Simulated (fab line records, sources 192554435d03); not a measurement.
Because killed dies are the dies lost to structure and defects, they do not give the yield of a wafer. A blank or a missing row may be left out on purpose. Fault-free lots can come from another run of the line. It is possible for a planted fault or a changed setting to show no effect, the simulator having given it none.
Matching of chambers    flow n5 finfet    N5_BEOL_M9_VIA_ETCH_34 on rie diel-02 has 4 sister chambers
The step etches SiCOH lowk in C4F6/O2, target depth 182.4 nm, time 68.4 s. 14 wafers are shown with their chamber, then 7 later ones without.

WAFERS WITH THEIR CHAMBER
wafer   chamber  showerhead plenum p Torr (Torr)  drypump motor current A (A)  rf vpp V (V)
L077.1  1        2.85                             6.2                          664
L077.4  1        2.85                             6.2                          665
L077.6  2        2.67                             5.6                          677
L079.1  1        2.85                             6.3                          665
L079.2  2        2.67                             5.6                          679
L079.3  3        3.03                             5.5                          646
L084.2  2        2.67                             5.6                          678
L084.3  1        2.85                             6.2                          663
L084.4  0        2.78                             5.3                          678
L088.2  1        2.84                             6.2                          664
L088.4  3        3.02                             5.5                          647
L088.5  1        2.84                             6.3                          663
L090.3  0        2.77                             5.3                          676
L090.4  1        2.84                             6.2                          663

SIGNATURES, as means of the wafers listed above
reading                   chamber 0  chamber 1  chamber 2  chamber 3  scatter within a chamber
showerhead plenum p Torr  2.7750     2.8457     2.6700     3.0250     0.00521
drypump motor current A   5.300      6.229      5.600      5.500      0.0378
rf vpp V                  677.00     663.86     678.00     646.50     0.967
Rule: a wafer lies at a distance from a chamber equal to the root of the sum of squares, over the readings, of (its reading less the chamber's mean, divided by the reading's scatter). The wafer belongs to the nearest chamber; if the next one is less than 2 further off, it can't be placed. How the scatter is found: for the shown wafers, subtract from each reading the mean of its chamber, square and add these, divide the total by (wafers less chambers), then take the root.

WAFERS MISSING THEIR CHAMBER
wafer   showerhead plenum p Torr (Torr)  drypump motor current A (A)  rf vpp V (V)
L090.6  3.01                             5.5                          646
L091.1  2.84                             6.2                          664
L091.5  3.01                             5.5                          646
L091.6  2.77                             5.2                          675
L096.1  2.83                             6.2                          664
L096.4  3.01                             5.5                          646
L096.5  2.83                             6.2                          663

WHICH CHAMBER EACH ONE RAN IN
wafer   from the rows above  in truth
L090.6  3                    3
L091.1  1                    1
L091.5  3                    3
L091.6  0                    0
L096.1  1                    1
L096.4  3                    3
L096.5  1                    1
Correctly placed: 7 of 7. Can't be placed from these rows: 0. Wrongly placed: 0.
